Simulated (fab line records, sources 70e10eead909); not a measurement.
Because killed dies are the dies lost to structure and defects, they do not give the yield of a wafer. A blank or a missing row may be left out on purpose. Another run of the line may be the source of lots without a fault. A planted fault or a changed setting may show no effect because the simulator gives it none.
fab line records	flow nand-harc	part 2 of 2: steps 26 to 37 of 37
record lots=5	wafers=15	last-day=30
route steps=1302 shown A_CONTACT@1102 A_BLC@1107 A_M0@1137
lots untouched by any fault: they come from a run of this same line in which no faults occurred
start-h: the number of hours between the record's first day and the start of the first shown wafer of the lot	wait-h: hours since the lot's step before	" the same as in the row above	L1.1+2: one row covering several wafers at once	- no value, or no start given	* or withheld: withheld	< > ~ a bound
route shown NAME@n: a module of which the file shows steps, and the number in the route of the first	usual: mean and standard deviation over wafers with no fault	same: alike in all rows	chamber/n: place in a boat	sites: each site's reading	_std_site: standard deviation of those values	_edge_site: inner sites' mean taken away from outer sites' mean	radius-mm: for every site, how far away it sits from the centre of the wafer	mask NAME#n: copy n	behind: the tool/chamber that last shaped the wafer	hold: the reason the lot was held/the length of the hold in hours/how it ended	device: transistor that didn't switch, given as n, p or np	end of line: the same wafers' tests at the end of the route	a step with no rows: only its recipe	killed: at the first sort, the dies lost to defects and structure; wafer yield is something else	map: shows each die of a wafer: x if killed, . if not, _ if none is there
set.NAME: the setting the step ran with; set.NAME@STEP: the setting that earlier step ran with	model.NAME: the simulator's own value behind a step, which no gauge read
lots at some steps of the route; a table a step, a row a wafer
services: when a tool's chamber went out of use (start-h, in hours from the record's first day, below 0 if earlier), for how many hours, and the reason
## steps
# step NHARC_A_BLC_DEGAS_30
# recipe temp-c=300	time-s=60
# usual heater-power-w=497/46
lot.wafer	tool	chamber	start-h	wait-h	heater-power-w
L074.4	pvd-sputter-03	-	513.62	-	472
L074.3	"	-	"	"	414
L074.1	"	-	"	"	441
L078.3	pvd-sputter-02	-	556.20	-	570
L078.4	"	-	"	"	489
L078.6	"	-	"	"	551
L077.1	pvd-sputter-01	-	560.92	-	543
L077.2	"	-	"	"	535
L077.3	"	-	"	"	497
L083.1	pvd-sputter-03	-	615.04	-	417
L083.4	"	-	"	"	498
L083.6	"	-	"	"	513
L091.4	pvd-sputter-03	-	685.27	-	400
L091.1	"	-	"	"	408
L091.3	"	-	"	"	500
# step NHARC_A_BLC_PRE_CLEAN_31
# recipe time-s=15	bias-v=250	gas=Ar
lot.wafer	tool	chamber	start-h	wait-h
L074.4+1+3	pvd-sputter-03	-	-	-
L078.3+4+6	pvd-sputter-02	-	-	-
L077.2+3+1	pvd-sputter-01	-	-	-
L083.1+4+6	pvd-sputter-03	-	-	-
L091.4+1+3	pvd-sputter-03	-	-	-
# step NHARC_A_BLC_PVD_32
# recipe target-thk-a=50	chamber-pressure-pa=5	power-w=5000	substrate-temp-c=200	time-s=17.7	material=Ti
# usual substrate-temp-c=200.00/0.17	throttle-valve-pct=29.6/0.93
lot.wafer	tool	chamber	start-h	wait-h	substrate-temp-c	throttle-valve-pct
L074.1	pvd-sputter-03	-	-	-	199.99	28.4
L074.4	"	-	"	"	199.98	30.8
L074.3	"	-	"	"	199.82	30.8
L078.4	pvd-sputter-02	-	-	-	199.90	29.6
L078.3	"	-	"	"	200.02	31.5
L078.6	"	-	"	"	199.82	30.9
L077.1	pvd-sputter-01	-	-	-	200.23	30.3
L077.3	"	-	"	"	199.84	28.6
L077.2	"	-	"	"	200.04	29.4
L083.4	pvd-sputter-03	-	-	-	200.13	31.1
L083.1	"	-	"	"	199.76	30.1
L083.6	"	-	"	"	199.94	31.1
L091.3	pvd-sputter-03	-	-	-	200.07	28.5
L091.4	"	-	"	"	200.19	29.8
L091.1	"	-	"	"	199.98	31.2
# step NHARC_A_BLC_ALD_23
# recipe target-thk-a=30	pulse-time-s=1	ald-cycles=150	temp-c=450	material=TiN
# usual heater-power-outer-w=685/88	heater-power-w=1066/140	precursor-pulse-height-rel=1.001/0.02
lot.wafer	tool	chamber	start-h	wait-h	heater-power-outer-w	heater-power-w	precursor-pulse-height-rel	since-wet-clean-h
L074.4	ald-metal-04	0	513.87	-	751	1101	1.036	30
L074.3	"	1	"	"	529	822	0.972	30
L074.1	"	2	"	"	778	1204	0.999	30
L078.3	ald-metal-04	2	556.43	-	771	1217	1.004	72
L078.4	"	0	"	"	722	1099	0.996	73
L078.6	"	2	"	"	762	1198	1.001	-
L077.2	ald-metal-04	0	561.19	-	719	1126	1.006	77
L077.1	"	1	"	"	534	818	0.982	77
L077.3	"	2	"	"	772	1184	1.004	77
L083.4	ald-metal-03	2	615.28	-	531	891	1.019	37
L083.1	"	3	"	"	719	994	0.966	37
L083.6	"	2	"	"	522	875	1.009	-
L091.3	ald-metal-04	3	685.52	-	694	1130	0.978	24
L091.1	"	0	"	"	728	1099	1.007	24
L091.4	"	1	"	"	556	808	1.014	24
# step NHARC_A_BLC_CVD_24
# recipe target-thk-a=1500	temp-c=300	pressure-torr=40	wf6-flow-sccm=40	h2-flow-sccm=1600	ar-flow-sccm=1560	time-s=434	material=W
# usual heater-power-outer-w=248/26	heater-power-w=434/26	throttle-valve-pct=8.15/0.27
lot.wafer	tool	chamber	start-h	wait-h	heater-power-outer-w	heater-power-w	since-wet-clean-h	throttle-valve-pct
L074.1	cvd-w-01	0	-	-	241	437	135	7.62
L074.3	"	0	"	"	241	452	-	8.02
L074.4	"	1	"	"	255	449	-	8.48
L078.4	cvd-w-02	1	-	-	271	444	-	8.13
L078.3	"	0	"	"	214	401	-	8.11
L078.6	"	1	"	"	271	445	-	8.22
L077.1	cvd-w-02	1	-	-	262	443	98	8.23
L077.2	"	0	"	"	216	391	99	8.09
L077.3	"	0	"	"	212	389	-	7.93
L083.1	cvd-w-02	1	-	-	272	443	153	8.40
L083.4	"	1	"	"	268	436	-	8.38
L083.6	"	0	"	"	215	394	-	8.15
L091.1	cvd-w-02	0	-	-	222	399	42	8.12
L091.4	"	1	"	"	278	463	-	8.34
L091.3	"	0	"	"	218	403	-	8.23
# step NHARC_A_BLC_CMP_25
# recipe t-overpolish-s=30	target-thk-nm=150
# usual motor-current-A=12.0/0.9	overpolish-run-s=30.001/0.01	time-to-endpoint-s=30.5/2.7
lot.wafer	tool	chamber	start-h	wait-h	motor-current-A	overpolish-run-s	time-to-endpoint-s
L074.4	cmp-03	3	514.61	0.2	14.0	30.011	31.0
L074.3	"	1	"	"	12.2	29.999	32.8
L074.1	"	2	"	"	10.9	30.020	29.5
L078.4	cmp-01	2	557.48	0.3	10.5	29.997	33.0
L078.3	"	3	"	"	12.1	29.989	31.2
L078.6	"	2	"	"	10.8	30.009	31.4
L077.3	cmp-01	0	561.91	0.2	11.2	30.022	31.5
L077.1	"	1	"	"	11.3	29.997	30.9
L077.2	"	3	"	"	12.4	30.003	29.9
L083.4	cmp-01	1	616.00	0.2	10.7	29.996	31.5
L083.1	"	3	"	"	12.2	29.995	31.4
L083.6	"	1	"	"	11.3	29.998	30.6
L091.4	cmp-01	2	686.27	0.3	10.5	30.018	31.1
L091.1	"	0	"	"	12.5	29.995	29.5
L091.3	"	1	"	"	11.8	29.996	29.0
# step NHARC_A_BLC_SRD_27
lot.wafer	tool	chamber	start-h	wait-h
L074.3+1+4	wet-bench-01	5,6,0	514.94	0.0
L078.4+6+3	wet-bench-03	5,0,2	557.80	0.0
L077.1+3+2	wet-bench-03	7,0,2	562.23	0.0
L083.6+1+4	wet-bench-04	6,7,1	616.33	0.0
L091.3+4+1	wet-bench-04	3,4,7	686.60	0.0
# step NHARC_A_BLC_INSPECT_28
# usual raw-defect-count=548/140
lot.wafer	tool	chamber	start-h	wait-h	raw-defect-count
L074.1	defect-inspect-02	-	515.04	0.1	477
L074.3	"	-	"	"	581
L074.4	"	-	"	"	488
L078.3	defect-inspect-01	-	557.88	0.1	253
L078.4	"	-	"	"	267
L078.6	"	-	"	"	284
L077.1	defect-inspect-02	-	562.31	0.1	604
L077.2	"	-	"	"	388
L077.3	"	-	"	"	616
L083.1	defect-inspect-02	-	616.41	0.1	535
L083.4	"	-	"	"	694
L083.6	"	-	"	"	404
L091.1	defect-inspect-01	-	686.67	0.1	752
L091.3	"	-	"	"	508
L091.4	"	-	"	"	565
# step NHARC_A_M0_DEP_00
# recipe target-thk-a=1500	target-thk-nm=150	temp-c=withheld	pressure-torr=5	flow-sccm=200	rf-w=600	material=SiOC
lot.wafer	tool	chamber	start-h	wait-h	since-wet-clean-h
L074.3	pecvd-01	1	515.11	0.1	10
L074.1	"	2	"	"	10
L074.4	"	2	"	"	-
L078.3	pecvd-01	1	558.05	0.2	53
L078.6	"	0	"	"	-
L078.4	"	1	"	"	-
L077.2	pecvd-03	1	562.38	0.1	2
L077.3	"	2	"	"	2
L077.1	"	0	"	"	2
L083.1	pecvd-01	1	616.57	0.2	112
L083.6	"	2	"	"	-
L083.4	"	0	"	"	-
L091.3	pecvd-02	1	686.74	0.1	76
L091.1	"	0	"	"	76
L091.4	"	2	"	"	-
# step NHARC_A_M0_DEHYDRATE_01
# recipe temp-c=150	time-s=120
lot.wafer	tool	chamber	start-h	wait-h
L074.1+3+4	litho-track-01	0	515.51	-
L078.3+4+6	litho-track-06	0	558.36	-
L077.1+2+3	litho-track-01	0	562.78	-
L083.1+4+6	litho-track-04	0	616.88	-
L091.1+3+4	litho-track-01	0	687.15	-
# step NHARC_A_M0_HMDS_02
# recipe time-s=30
lot.wafer	tool	chamber	start-h	wait-h
L074.1+3+4	litho-track-01	0	-	-
L078.3+4+6	litho-track-06	0	-	-
L077.1+2+3	litho-track-01	0	-	-
L083.1+4+6	litho-track-04	0	-	-
L091.1+3+4	litho-track-01	0	-	-
# step NHARC_A_M0_COAT_33
# recipe temp-c=200	time-s=65
lot.wafer	tool	chamber	start-h	wait-h
L074.1+3+4	litho-track-01	0	-	-
L078.3+4+6	litho-track-06	0	-	-
L077.1+2+3	litho-track-01	0	-	-
L083.1+4+6	litho-track-04	0	-	-
L091.1+3+4	litho-track-01	0	-	-
## services
tool	chamber	start-h	hours	kind
pvd-sputter-03	-	493.02	1.5	repair
rie-diel-09	-	497.23	9.0	pm
cmp-03	-	501.26	0.5	repair
litho-track-01	-	505.00	7.0	pm
cmp-01	-	508.79	3.2	repair
cmp-01	-	522.77	1.4	repair
pvd-sputter-03	-	526.00	10.0	pm
litho-track-06	-	529.00	7.0	pm
rie-diel-04	-	531.96	9.0	pm
cvd-w-02	1	545.56	10.7	repair
rie-diel-04	0	549.16	8.1	repair
litho-track-04	-	553.00	7.0	pm
cmp-03	-	554.00	4.0	pm
pvd-sputter-03	-	563.29	2.8	repair
cmp-01	-	571.79	3.1	repair
cmp-01	-	577.50	4.0	pm
wet-bench-04	-	579.20	8.0	pm
rie-diel-09	3	598.62	9.5	repair
cmp-03	-	615.56	5.0	repair
cvd-w-02	-	631.00	13.0	pm
cvd-w-02	-	669.64	2.1	repair
rie-diel-09	-	674.23	9.0	pm
litho-track-01	-	680.00	7.0	pm
rie-diel-09	1	685.56	32.1	repair
